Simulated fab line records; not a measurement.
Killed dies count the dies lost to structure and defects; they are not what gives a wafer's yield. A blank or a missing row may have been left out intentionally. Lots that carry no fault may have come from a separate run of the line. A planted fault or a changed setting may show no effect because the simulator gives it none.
Which tool was responsible? -- flow n5_finfet -- 11 lots with 30 wafers sampled at 2 steps, on a route of 1938 steps

WHAT THE GAUGES READ, wafer by wafer
N5_BEOL_M14_INSPECT_12: inspects for defects (macro). Usual: raw_defect_count reads 2.2 (standard deviation 1.5).
lot,measured,on,raw_defect_count,flag
L957,day 10 23:17,defect_inspect-01,5 2 5,
L958,day 10 23:33,defect_inspect-01,2 2 1,
L959,day 11 06:16,defect_inspect-01,0 0 3,
L960,day 11 14:03,defect_inspect-01,2 1 0,
L961,day 11 21:25,defect_inspect-01,1 2 3,
L962,day 12 06:29,defect_inspect-02,2 1 6,
L969,day 14 07:49,defect_inspect-02,3 1,
L971,day 14 13:34,defect_inspect-02,5 4,
L972,day 14 19:13,defect_inspect-01,3 4,
L976,day 16 04:05,defect_inspect-01,1 3 0,
L979,day 17 00:46,defect_inspect-01,5 1 2,

N5_BEOL_M14_OVL_MEAS_29. Usual: M14_OVL gives 0 nm (standard deviation 6.5).
lot,measured,on,M14_OVL (nm),flag
L957,day 11 00:07,overlay-02,1 2 3,
L958,day 11 00:32,overlay-02,6 6 7,
L959,day 11 07:06,overlay-01,12 7 7,
L960,day 11 14:52,overlay-01,5 5 5,
L961,day 11 22:15,overlay-02,8 7 5,
L962,day 12 07:26,overlay-02,-4 2 1,
L969,day 14 09:49,overlay-02,-1 8,
L971,day 14 15:11,overlay-01,-10 3,
L972,day 14 21:01,overlay-01,-10 -8,
L976,day 16 04:55,overlay-02,-11 -14 -9,
L979,day 17 01:46,overlay-01,5 9 2,

WHICH TOOL RAN EACH LOT (tool, then ch and the chambers of the sampled wafers, then the start)
The record holds no process step before these readings.

WHAT THE TOOLS THEMSELVES READ (means of the sampled wafers that have a number; where no wafer has one, the mark that the record gives instead)
The record holds no such reading with a usual standard deviation.

THE ANSWER, worked out from the rows above alone
Rule: a lot is off if the mean of its wafers that have a number lies more than 3 standard deviations from the usual mean. A lot without any number at a reading at which 4 lots or more have one is off too. Where the step has rows for the other lots, those lots are counted as sound. First the gauges in route order, then the tools' own readings, where a lot's mean is used as printed above. The first step at which some lot is off is used, and at that step the reading that is off furthest; a lot without a number counts as furthest.
Across all readings shown, no lot is off: no conclusion can be drawn from this.

WHAT THE SIMULATOR HAD INSERTED
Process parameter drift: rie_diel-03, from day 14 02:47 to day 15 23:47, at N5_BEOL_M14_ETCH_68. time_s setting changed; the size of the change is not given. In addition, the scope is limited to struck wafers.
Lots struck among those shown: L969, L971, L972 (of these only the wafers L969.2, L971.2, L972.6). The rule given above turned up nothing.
